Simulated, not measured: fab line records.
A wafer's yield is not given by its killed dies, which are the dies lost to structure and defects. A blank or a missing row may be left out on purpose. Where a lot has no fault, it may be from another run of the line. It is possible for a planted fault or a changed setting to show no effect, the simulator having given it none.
Chamber matching -- flow nandHarc -- rieDiel-12 running NHARC_A_STAIRCASE_TRIM_229: 4 sister chambers
The step chemistry O2, time 211.2 s. 8 wafers are shown with their chamber, then 9 later ones without.

== WAFERS PAIRED WITH THEIR CHAMBERS ==
wafer,chamber,showerheadPlenumPTorr (Torr),drypumpMotorCurrentA (A)
L175.3,3,3.36,5.1
L178.4,2,3.60,5.7
L179.1,1,3.78,5.2
L179.2,2,3.59,5.6
L179.6,1,3.78,5.2
L181.4,0,3.72,6.1
L181.5,3,3.35,5.1
L181.6,0,3.72,6.0

== WAFERS WITHOUT THEIR CHAMBER ==
wafer,showerheadPlenumPTorr (Torr),drypumpMotorCurrentA (A)
L185.3,3.58,5.6
L186.1,3.58,5.7
L186.5,3.71,6.1
L195.1,3.57,5.7
L195.2,3.70,6.1
L195.5,3.75,5.2
L194.4,3.70,6.1
L194.5,3.75,5.2
L194.6,3.57,5.7

== EACH ONE'S CHAMBER ==
wafer,from the rows above,in truth
L185.3,2,2
L186.1,2,2
L186.5,0,0
L195.1,2,2
L195.2,0,0
L195.5,1,1
L194.4,0,0
L194.5,1,1
L194.6,2,2
9 of 9 placed correctly. Can't be placed from these rows: 0. Placed wrongly: 0.
How it was worked out, from the rows above alone: a wafer's distance from a chamber is the root of the sum, over the readings, of the square of ((its reading less the chamber's mean) divided by the reading's scatter). The wafer belongs to the nearest chamber; if the next one is less than 2 further off, it can't be placed. A chamber's mean is the mean of its shown wafers. The scatter: the root of (the sum of the squares of (reading less its chamber's mean) over the shown wafers, divided by (wafers less chambers)).
